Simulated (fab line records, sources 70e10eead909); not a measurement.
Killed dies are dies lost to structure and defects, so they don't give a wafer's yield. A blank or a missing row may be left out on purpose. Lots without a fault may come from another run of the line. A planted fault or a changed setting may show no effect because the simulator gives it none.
Problem report in the 8D (eight disciplines) form, filled by code | flow nand_harc | the parts of the form that need people (team, actions taken, sign-off) are left out

1. THE PROBLEM
sort_bin_3_pct at NHARC_END_SORT_01 reads a mean of 4.65 % on 2 wafers of 2 lots; wafers without a fault read 0.30 % with a standard deviation of 0.22. That is +20 standard deviations from the usual mean.
First seen on wafer L735.2, day 20 23:11, on prober-01. The record holds 39 wafers of 13 lots with a number at this step. Rule for "out", or "out of limits": more than 4 standard deviations from the usual mean. The other wafers with a number count as sound.

2. WHAT IT IS AND WHAT IT IS NOT
question                    | is                                                                                                                                  | is not
which readings at this step | sort_bin_3_pct, defect_limited_yield, killed_at_array, killed_dies, sort_bin_2_pct, sort_n_pass, sort_rim_yield_pct, sort_yield_pct | killed_at_other, killed_at_periphery, killed_open, killed_short, sort_bin_4_pct
which lots                  | L735, L741                                                                                                                          | L731, L732, L733, L744, L746, L748, L749, L751, L752, L753, L754
which wafers of those lots  | L735.2, L741.2                                                                                                                      | L735.3, L735.6, L741.3, L741.5
read on which gauges        | prober-01, prober-02                                                                                                                | -
when                        | from day 20 23:11                                                                                                                   | up to then (9 sound wafers); but 28 sound wafers of L735, L741, L744, L746, L748, L749, L751, L752, L753, L754 came after

3. SUSPECTS, AND WHAT RULES EACH OUT
Counting: a tool at a process step up to the reading stays a suspect if it ran every lot that is out. Sound lots after the first of them don't rule it out here, since some wafers of a struck lot are sound.
- the gauge at NHARC_END_SORT_01: ruled out. The wafers that are out were read on 2 gauges (prober-01, prober-02).
- pvd_sputter-02 at NHARC_A_M1_PRE_CLEAN_30 (time 30 s): kept. It ran every lot that is out, first L735 (day 19 11:34); its last sound lot up to then is L731 (day 18 00:59).
Left after counting: pvd_sputter-02 at NHARC_A_M1_PRE_CLEAN_30.

4. THE CAUSE (what the simulator had put in)
Chamber particle source: pvd_sputter-02, from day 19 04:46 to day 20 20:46, at NHARC_A_M1_PRE_CLEAN_30. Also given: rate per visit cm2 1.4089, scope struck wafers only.
Counting left only this tool.

5. THE CHAIN OF EFFECTS, in route order
Each row: a reading whose mean over the struck wafers that have a number lies more than 3 standard deviations from the usual. Only readings for which the record gives a usual standard deviation are gone through. hours: the time from each lot's start at the first step in this table that gives one to its start at this step, as a median over the lots. sigmas: the change in usual standard deviations.
hours | step              | reading              | usual  | on struck wafers | change | sigmas
0     | NHARC_END_SORT_01 | defect_limited_yield | 95.2 % | 86.0             | -9.2   | -5.7
0     | NHARC_END_SORT_01 | killed_at_array      | 29     | 93               | +64    | +5.8
0     | NHARC_END_SORT_01 | killed_dies          | 32     | 94               | +62    | +5.7
0     | NHARC_END_SORT_01 | sort_bin_2_pct       | 1.5 %  | 5.3              | +3.8   | +5.4
0     | NHARC_END_SORT_01 | sort_bin_3_pct       | 0.30 % | 4.65             | +4.35  | +20
0     | NHARC_END_SORT_01 | sort_n_pass          | 645    | 582              | -62    | -5.7
0     | NHARC_END_SORT_01 | sort_rim_yield_pct   | 97.3 % | 85.4             | -11.9  | -6.6
0     | NHARC_END_SORT_01 | sort_yield_pct       | 95.2 % | 86.0             | -9.2   | -5.7

6. WHAT WOULD HAVE CAUGHT IT SOONER
In this record the first reading out of limits at a measuring or inspecting step was taken at day 20 23:11, 42 hours after the fault began at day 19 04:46.
Of the tool readings at NHARC_A_M1_PRE_CLEAN_30 for which the record gives a usual standard deviation, none was out on any struck wafer, so an alarm limit of 4 standard deviations on them would not have fired.
All the lots that are out (2) had begun NHARC_A_M1_PRE_CLEAN_30 on pvd_sputter-02 by day 20 23:11. A hold on the tool at that time would have spared none of them.
